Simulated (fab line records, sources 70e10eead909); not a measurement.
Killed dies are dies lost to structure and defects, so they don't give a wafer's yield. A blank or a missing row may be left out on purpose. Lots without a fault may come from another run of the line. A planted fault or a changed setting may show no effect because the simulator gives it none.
A struck lot beside a sound one | flow nand_harc | 41 steps out of a route of 1302
Sound: wafers L278.1, L278.2, L278.6. Struck: wafer L288.2. (L288.1, L288.4 of the same lot were not struck and are left out.) The cause comes at the end.
At each step with rows: each side's tool, then ch and its chambers, then its first start. Under that, the readings that differ: sound wafers | struck wafers | difference of the means | sigmas: that difference in standard deviations of wafers without a fault.
alike: readings whose means differ by less than 2 such deviations, and words and numbers that are the same on both sides. not compared: withheld readings, readings that some wafer has no value for, bounds like >300 that may hide the same value, and numbers for which the record gives no deviation and whose values overlap.
The two part at a step that has a row with sigmas, a row that says differs or no value, or rows on one side only. Numbers that don't overlap but have no deviation are shown without sigmas and don't part them. A reading that every wafer of one side lacks parts them only if that side has two wafers or more.

NHARC_P_M2_OVL_MEAS_10: pitch 340 nm.
  sound on overlay-02, day 8 06:07; struck on overlay-02, day 13 11:08
  alike: overlay_x_nm, overlay_y_nm
NHARC_P_M2_INSPECT_11:
  sound on defect_inspect-01, day 8 06:08; struck on defect_inspect-02, day 13 11:10
  alike: raw_defect_count
NHARC_P_M2_DESCUM_14: chemistry O2, time 3 s.
  sound on rie_diel-03 ch 1,2,3, day 8 06:12; struck on rie_diel-04 ch 2, day 13 11:13
  alike: drypump_motor_current_A, oes_product_au, rf_vpp_V, showerhead_plenum_p_Torr, throttle_valve_pct
  not compared: rf_hours_counter_h
then, 2 steps without rows for these wafers: NHARC_P_M2_ETCH_35 (etches the open film in N2/H2, target depth 40 nm, overetch 12 nm, time 43.94 s); NHARC_P_M2_ETCH_15 (etches the open film in C4F8/Ar, target depth 182.5 nm, time 91.2 s).
NHARC_P_M2_CD_MEAS_16:
  sound on cd_sem-01, day 8 06:31; struck on cd_sem-01, day 13 11:32
  alike: cd_nm
NHARC_P_M2_STRIP_18: strips in N2/H2.
  sound on rie_diel-12 ch 0,1,2, day 8 06:35; struck on rie_diel-03 ch 3, day 13 11:36
  reading                     | sound       | struck | difference | sigmas
  drypump_motor_current_A (A) | 6.2 6.0 5.6 | 5.0    | -0.9       | -2
  alike: n2_flow_sccm, oes_product_au, rf_vpp_V, showerhead_plenum_p_Torr, throttle_valve_pct
  not compared: rf_hours_counter_h
then, 5 steps without rows for these wafers: NHARC_P_M2_ETCH_28 (etches the open film in CF4/N2, target depth 30 nm, time 72.99 s); NHARC_P_M2_STRIP_19 (strips in post etch residue remover, time 600 s); NHARC_P_M2_DEGAS_29 (time 60 s); NHARC_P_M2_PRE_CLEAN_30 (time 30 s); NHARC_P_M2_PVD_20 (deposits TaN, target thk 5 nm, time 8.06 s).
NHARC_P_M2_PVD_21: deposits Cu, target thk 30 nm, time 20.49 s.
  sound on pvd_sputter-01, day 8 07:32; struck on pvd_sputter-01, day 13 12:28
  alike: throttle_valve_pct
then, 1 step without rows for these wafers: NHARC_P_M2_ECD_22 (material Cu, target thk 400 nm).
NHARC_P_M2_ANNEAL_31: time 90 s.
  sound on rtp_anneal-01 ch 0, day 8 08:01; struck on rtp_anneal-01 ch 0, day 13 12:58
  alike: wafer_temp_C_max
then, 2 steps without rows for these wafers: NHARC_P_M2_CMP_23 (polishes, t overpolish 20 s, target thk 144.3 nm); NHARC_P_M2_SRD_25.
NHARC_P_M2_INSPECT_27:
  sound on defect_inspect-01, day 8 08:50; struck on defect_inspect-02, day 13 13:47
  alike: raw_defect_count
NHARC_P_M2_PRE_CLEAN_32: time 12 s.
  sound on pecvd-01 ch 0,1,2, day 8 08:55; struck on pecvd-01 ch 1, day 13 13:52
  alike: heater_power_w
then, 2 steps without rows for these wafers: NHARC_P_M2_DEP_33 (deposits SiCN, target thk 30 nm); NHARC_P_BONDPAD_DEP_00 (deposits SiCN, target thk 250 nm).
NHARC_P_BONDPAD_CMP_32: polishes SiCN, target thk 200 nm.
  the record has rows for the sound wafers here (cmp-01 ch 0,2,3, day 8 09:47) and none for the struck ones
NHARC_P_BONDPAD_THK_MEAS_33: measures by ellipsometry.
  the record has rows for the sound wafers here (film_metro-01, day 8 10:02) and none for the struck ones
then, 10 steps without rows for these wafers: NHARC_P_BONDPAD_SRD_34; NHARC_P_BONDPAD_DEHYDRATE_01 (time 120 s); NHARC_P_BONDPAD_HMDS_02 (time 30 s); NHARC_P_BONDPAD_COAT_36 (time 65 s); NHARC_P_BONDPAD_COAT_03 (resist thk 600 nm); NHARC_P_BONDPAD_SOFTBAKE_04 (time 70 s); NHARC_P_BONDPAD_EBR_05; NHARC_P_BONDPAD_EXPOSE_06 (exposes mask P BPAD); NHARC_P_BONDPAD_PEB_07 (peb time 80 s); NHARC_P_BONDPAD_DEVELOP_08 (time 50 s).
NHARC_P_BONDPAD_CD_MEAS_09: target cd 500 nm.
  the record has rows for the sound wafers here (cd_sem-03 ch 0, day 8 10:37) and none for the struck ones
NHARC_P_BONDPAD_OVL_MEAS_38:
  the record has rows for the sound wafers here (overlay-02, day 8 10:41) and none for the struck ones
then, 4 steps without rows for these wafers: NHARC_P_BONDPAD_HARDBAKE_10 (time 65 s); NHARC_P_BONDPAD_DESCUM_11 (chemistry O2, time 3 s); NHARC_P_BONDPAD_ETCH_37 (etches the open film in N2/H2, target depth 60 nm, overetch 18 nm, time 65.91 s); NHARC_P_BONDPAD_ETCH_12 (etches the open film in CHF3/O2, target depth 200 nm, time 100 s).
NHARC_P_BONDPAD_CD_MEAS_13:
  the record has rows for the sound wafers here (cd_sem-03, day 8 11:08) and none for the struck ones
-- the record jumps here: 17 days lie between the struck wafers' starts before and after (it left off in module P_BONDPAD and takes up again in module END, whose first step shown is number 1302 of the route) --
NHARC_END_SORT_01:
  the record has rows for the struck wafers here (prober-01 ch 0, day 30 23:53) and none for the sound ones

WHERE THEY PART
First at NHARC_P_M2_STRIP_18; last, within this record, at NHARC_END_SORT_01.

WHY: what the simulator had put in
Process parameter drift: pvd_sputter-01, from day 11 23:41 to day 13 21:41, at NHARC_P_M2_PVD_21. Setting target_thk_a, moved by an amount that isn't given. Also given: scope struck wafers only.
